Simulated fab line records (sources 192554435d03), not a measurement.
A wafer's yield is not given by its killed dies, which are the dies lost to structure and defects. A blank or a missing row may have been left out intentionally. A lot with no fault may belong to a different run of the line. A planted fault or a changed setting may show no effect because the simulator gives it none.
Matching of chambers / flow n5 finfet / pecvd-01 running N5_BEOL_M8_PECVD_70: 3 sister chambers
The step deposits SiO2 from TEOS/O2, target thk 20 nm, time 22.7 s. 6 wafers are shown with their chamber, then 9 later ones without.

== WAFERS WITH THEIR CHAMBER ==
wafer=L074.5; chamber=0; throttle valve pct (%)=23.5; showerhead vpp V (V)=1285
wafer=L081.1; chamber=0; throttle valve pct (%)=23.5; showerhead vpp V (V)=1296
wafer=L087.3; chamber=1; throttle valve pct (%)=21.2; showerhead vpp V (V)=1290
wafer=L095.2; chamber=2; throttle valve pct (%)=19.0; showerhead vpp V (V)=1383
wafer=L095.3; chamber=2; throttle valve pct (%)=19.5; showerhead vpp V (V)=1378
wafer=L095.4; chamber=1; throttle valve pct (%)=21.2; showerhead vpp V (V)=1285

== WAFERS WHOSE CHAMBER IS MISSING ==
wafer=L094.2; throttle valve pct (%)=21.2; showerhead vpp V (V)=1310
wafer=L094.4; throttle valve pct (%)=19.4; showerhead vpp V (V)=1389
wafer=L094.5; throttle valve pct (%)=19.4; showerhead vpp V (V)=1382
wafer=L096.2; throttle valve pct (%)=24.2; showerhead vpp V (V)=1282
wafer=L096.3; throttle valve pct (%)=21.2; showerhead vpp V (V)=1307
wafer=L096.6; throttle valve pct (%)=19.3; showerhead vpp V (V)=1383
wafer=L097.1; throttle valve pct (%)=21.0; showerhead vpp V (V)=1293
wafer=L097.5; throttle valve pct (%)=24.4; showerhead vpp V (V)=1290
wafer=L097.6; throttle valve pct (%)=19.3; showerhead vpp V (V)=1376

== EACH ONE'S CHAMBER ==
wafer=L094.2; from the rows above=1; in truth=1
wafer=L094.4; from the rows above=2; in truth=2
wafer=L094.5; from the rows above=2; in truth=2
wafer=L096.2; from the rows above=0; in truth=0
wafer=L096.3; from the rows above=1; in truth=1
wafer=L096.6; from the rows above=2; in truth=2
wafer=L097.1; from the rows above=1; in truth=1
wafer=L097.5; from the rows above=0; in truth=0
wafer=L097.6; from the rows above=2; in truth=2
Placed correctly: 9 of 9. Left unplaced by these rows: 0. Wrongly placed: 0.
How it was worked out, from the rows above alone: a wafer's distance from a chamber is the root of the sum, over the readings, of the square of ((its reading less the chamber's mean) divided by the reading's scatter). If the next closest chamber is less than 2 further off than the closest, the wafer can't be placed; otherwise it belongs to the closest. Each chamber's mean is taken over the wafers shown for it. The scatter is the square root of a quotient: the sum, over the shown wafers, of each reading's squared deviation from its chamber's mean, divided by wafers minus chambers.
